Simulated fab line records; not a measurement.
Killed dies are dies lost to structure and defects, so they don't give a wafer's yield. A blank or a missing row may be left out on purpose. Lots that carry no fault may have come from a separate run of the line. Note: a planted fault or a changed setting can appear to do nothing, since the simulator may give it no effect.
Chamber matching :: flow n5Finfet :: 3 sister chambers for N5_BEOL_M0_SAQP_HM_DEP_111 on pecvd-02
The step deposits SiO2 from SiH4/N2O, target thk 12 nm, time 7.2 s. 3 wafers are shown with their chamber, then 8 later ones without.

== WAFERS, EACH WITH ITS CHAMBER ==
wafer: L089.1
chamber: 2
showerheadPlenumPTorr (Torr): 8.03

wafer: L089.6
chamber: 1
showerheadPlenumPTorr (Torr): 8.22

wafer: L090.3
chamber: 0
showerheadPlenumPTorr (Torr): 7.94

== WAFERS MISSING THEIR CHAMBER ==
wafer: L090.4
showerheadPlenumPTorr (Torr): 7.93

wafer: L090.6
showerheadPlenumPTorr (Torr): 8.20

wafer: L093.3
showerheadPlenumPTorr (Torr): 8.21

wafer: L093.4
showerheadPlenumPTorr (Torr): 7.93

wafer: L093.6
showerheadPlenumPTorr (Torr): 7.92

wafer: L094.1
showerheadPlenumPTorr (Torr): 7.93

wafer: L094.4
showerheadPlenumPTorr (Torr): 8.00

wafer: L094.6
showerheadPlenumPTorr (Torr): 8.00

== WHICH CHAMBER EACH WENT THROUGH ==
wafer: L090.4
from the rows above: 0
in truth: 0

wafer: L090.6
from the rows above: 1
in truth: 1

wafer: L093.3
from the rows above: 1
in truth: 1

wafer: L093.4
from the rows above: 0
in truth: 0

wafer: L093.6
from the rows above: 0
in truth: 0

wafer: L094.1
from the rows above: 0
in truth: 0

wafer: L094.4
from the rows above: can't be placed: 2 or 0
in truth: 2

wafer: L094.6
from the rows above: can't be placed: 2 or 0
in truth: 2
6 of 8 placed correctly. These rows do not allow placing 2 (true chamber among the candidates in 2). Placed wrongly: 0.
How it was worked out, from the rows above alone: a wafer's distance from a chamber is the root of the sum, over the readings, of the square of ((its reading less the chamber's mean) divided by the reading's scatter). If the next closest chamber is less than 2 further off than the closest, the wafer can't be placed; otherwise it belongs to the closest. The mean given for a chamber averages the wafers shown for that chamber. The scatter (one wafer shown for each chamber): square how far every hidden wafer sits from the nearest shown wafer, average those squares and take the square root.
